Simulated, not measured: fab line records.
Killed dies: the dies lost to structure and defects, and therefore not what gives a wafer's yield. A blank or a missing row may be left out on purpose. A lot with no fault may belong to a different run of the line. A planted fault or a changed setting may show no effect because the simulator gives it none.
A sampling plan put to the test -- flow nand harc -- each of the 19 faults these records tell of, on one fab line, judged from the records of the lots it struck
The line's own looks make up the plan; these are the steps of the route where a gauge or inspection reads the wafer and leaves it unchanged. A look is open to judgement when struck wafers have a number at it and the file gives its usual mean and standard deviation on fault-free wafers. Caught: 4 or more of those standard deviations (sigma) separate the usual mean from the mean of the struck wafers at a look after the fault's first step. On the tool: the fault's steps, tested the same way using the tool's own readings. Another recipe on the struck wafers, or a record that is blank for them alone, also counts as caught.

== THE FAULTS, as the simulator had put them in ==
1. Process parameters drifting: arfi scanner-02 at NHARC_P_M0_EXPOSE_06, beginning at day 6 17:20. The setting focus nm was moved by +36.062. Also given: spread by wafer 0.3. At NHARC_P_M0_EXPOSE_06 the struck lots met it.
2. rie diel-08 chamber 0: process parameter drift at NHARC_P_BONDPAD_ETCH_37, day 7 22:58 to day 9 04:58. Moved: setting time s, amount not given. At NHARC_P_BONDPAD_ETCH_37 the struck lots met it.
3. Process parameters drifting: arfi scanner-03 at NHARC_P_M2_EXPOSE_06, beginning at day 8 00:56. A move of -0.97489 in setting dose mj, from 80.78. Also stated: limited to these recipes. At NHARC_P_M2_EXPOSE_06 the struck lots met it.
4. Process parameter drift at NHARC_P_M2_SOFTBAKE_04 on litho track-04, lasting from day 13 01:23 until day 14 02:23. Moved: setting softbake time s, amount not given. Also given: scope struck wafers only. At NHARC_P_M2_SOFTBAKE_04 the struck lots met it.
5. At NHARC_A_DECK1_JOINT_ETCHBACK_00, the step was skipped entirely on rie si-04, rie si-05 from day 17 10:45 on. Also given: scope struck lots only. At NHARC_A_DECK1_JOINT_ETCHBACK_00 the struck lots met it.
6. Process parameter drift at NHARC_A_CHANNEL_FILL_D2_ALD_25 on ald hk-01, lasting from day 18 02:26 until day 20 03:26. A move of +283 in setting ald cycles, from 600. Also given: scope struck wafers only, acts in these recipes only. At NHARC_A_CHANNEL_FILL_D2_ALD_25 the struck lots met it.
7. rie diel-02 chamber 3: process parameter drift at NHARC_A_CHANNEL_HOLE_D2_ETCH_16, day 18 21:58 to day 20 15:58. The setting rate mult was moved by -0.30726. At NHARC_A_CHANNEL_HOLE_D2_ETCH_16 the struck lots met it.
8. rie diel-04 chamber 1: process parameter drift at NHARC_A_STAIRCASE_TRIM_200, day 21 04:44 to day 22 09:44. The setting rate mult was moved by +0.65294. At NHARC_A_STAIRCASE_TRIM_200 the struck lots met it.
9. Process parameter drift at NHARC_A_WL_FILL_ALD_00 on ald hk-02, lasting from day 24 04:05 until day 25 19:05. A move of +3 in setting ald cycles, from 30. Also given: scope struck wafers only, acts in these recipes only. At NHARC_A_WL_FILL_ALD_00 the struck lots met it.
10. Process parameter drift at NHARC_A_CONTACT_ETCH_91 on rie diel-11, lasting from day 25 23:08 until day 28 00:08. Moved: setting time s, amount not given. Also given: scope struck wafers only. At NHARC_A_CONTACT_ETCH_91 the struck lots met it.
11. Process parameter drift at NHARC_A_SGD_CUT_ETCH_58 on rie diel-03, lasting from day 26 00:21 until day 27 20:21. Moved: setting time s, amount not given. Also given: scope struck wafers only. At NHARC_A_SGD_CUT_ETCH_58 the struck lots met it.
12. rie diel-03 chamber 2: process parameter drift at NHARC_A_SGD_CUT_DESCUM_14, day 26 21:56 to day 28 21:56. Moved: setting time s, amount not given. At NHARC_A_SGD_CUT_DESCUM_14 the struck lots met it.
13. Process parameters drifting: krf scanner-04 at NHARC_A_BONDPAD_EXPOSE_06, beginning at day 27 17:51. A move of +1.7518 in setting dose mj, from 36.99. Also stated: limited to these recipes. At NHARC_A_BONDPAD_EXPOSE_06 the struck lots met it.
14. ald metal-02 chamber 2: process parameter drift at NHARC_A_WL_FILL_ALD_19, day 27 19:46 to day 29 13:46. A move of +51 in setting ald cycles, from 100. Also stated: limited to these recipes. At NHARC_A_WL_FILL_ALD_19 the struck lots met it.
15. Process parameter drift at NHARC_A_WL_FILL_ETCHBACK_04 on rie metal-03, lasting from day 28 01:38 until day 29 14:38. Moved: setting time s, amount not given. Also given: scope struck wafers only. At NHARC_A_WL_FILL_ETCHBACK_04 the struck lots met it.
16. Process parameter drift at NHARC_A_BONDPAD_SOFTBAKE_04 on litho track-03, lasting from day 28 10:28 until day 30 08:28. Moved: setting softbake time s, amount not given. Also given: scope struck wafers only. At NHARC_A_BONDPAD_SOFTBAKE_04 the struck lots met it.
17. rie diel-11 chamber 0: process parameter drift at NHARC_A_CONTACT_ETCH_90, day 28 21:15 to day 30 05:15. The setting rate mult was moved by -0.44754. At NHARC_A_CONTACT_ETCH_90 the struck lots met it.
18. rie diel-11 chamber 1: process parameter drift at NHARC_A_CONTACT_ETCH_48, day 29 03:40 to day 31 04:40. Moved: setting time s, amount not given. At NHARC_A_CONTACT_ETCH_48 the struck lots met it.
19. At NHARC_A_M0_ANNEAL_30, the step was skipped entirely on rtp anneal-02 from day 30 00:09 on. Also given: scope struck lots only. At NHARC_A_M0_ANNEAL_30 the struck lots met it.

== WHAT THE PLAN SAW ==
fault,on the tool itself,first look that catches it,"reading, sigma",median hours from its first step to that look,hours from the fault's start to the first struck lot there,judged looks passed uncaught
1,exposure dose mJ cm2 +8.0 sigma,not the one look that can be judged after it,-,-,-,1
2,run length s -51 sigma,no look after it can be judged,-,-,-,0
3,exposure dose mJ cm2 -9.3 sigma,no look after it can be judged,-,-,-,0
4,heater power total W +99 or beyond sigma,no look after it can be judged,-,-,-,0
5,the tool's record is blank for the struck wafers,not the one look that can be judged after it,-,-,-,1
6,under 2 sigma,no look after it can be judged,-,-,-,0
7,oes product au -24 sigma,NHARC_END_SORT_01,killed dies +27,279.5,294,1
8,oes product au +53 sigma,NHARC_END_SORT_01,killed dies +27,212.2,210,0
9,under 2 sigma,not the one look that can be judged after it,"strongest: killed dies at NHARC_END_SORT_01, -2.0",-,-,1
10,run length s -99 or beyond sigma,not the one look that can be judged after it,-,-,-,1
11,run length s +15 sigma,not the one look that can be judged after it,-,-,-,1
12,run length s +4.2 sigma,no look after it can be judged,-,-,-,0
13,exposure dose mJ cm2 +51 sigma,not the one look that can be judged after it,-,-,-,1
14,under 2 sigma,not the one look that can be judged after it,-,-,-,1
15,run length s -21 sigma,no look after it can be judged,-,-,-,0
16,heater power total W +99 or beyond sigma,not the one look that can be judged after it,-,-,-,1
17,oes product au -7.2 sigma,NHARC_END_SORT_01,killed dies +14,68.8,65,0
18,run length s +12 sigma,no look after it can be judged,-,-,-,0
19,the tool's record is blank for the struck wafers,none of the 2 looks that can be judged after it,-,-,-,2
A dash: the fault is not caught, or the number is missing from these records.

Caught at a look: 3 of 19. Caught on the tool: 16 of 19. By one or the other: 16 of 19.
Caught on the tool alone: faults 1, 2, 3, 4, 5, 10, 11, 12, 13, 15, 16, 18, 19.
Caught by neither: faults 6, 9, 14.

== THINNER SAMPLING ==
If the look that catches a fault measured only every second or every third lot, by lot number, the first struck lot would be measured this late in the worst case:
fault,"struck lots at that look, in order of time",every lot,every second lot,every third lot
7,L778,294 h,may miss it,may miss it
8,"L388, L390",210 h,may miss all 2,may miss all 2
17,"L346, L347",65 h,97 h,may miss all 2
Hours are from the fault's start to the first struck lot that is measured. Since the struck wafers were tested as one group against 4 sigma, a single lot by itself may lie under the limit. Other struck lots may not be in these records.

== THE LONGEST TIMED WAY FROM STEP TO LOOK ==
In fault 7, a median of 279.5 hours elapses between NHARC_A_CHANNEL_HOLE_D2_ETCH_16 and NHARC_END_SORT_01. The look between them that can be judged stayed within 4 sigma: NHARC_A_CHANNEL_HOLE_D2_CD_MEAS_18.
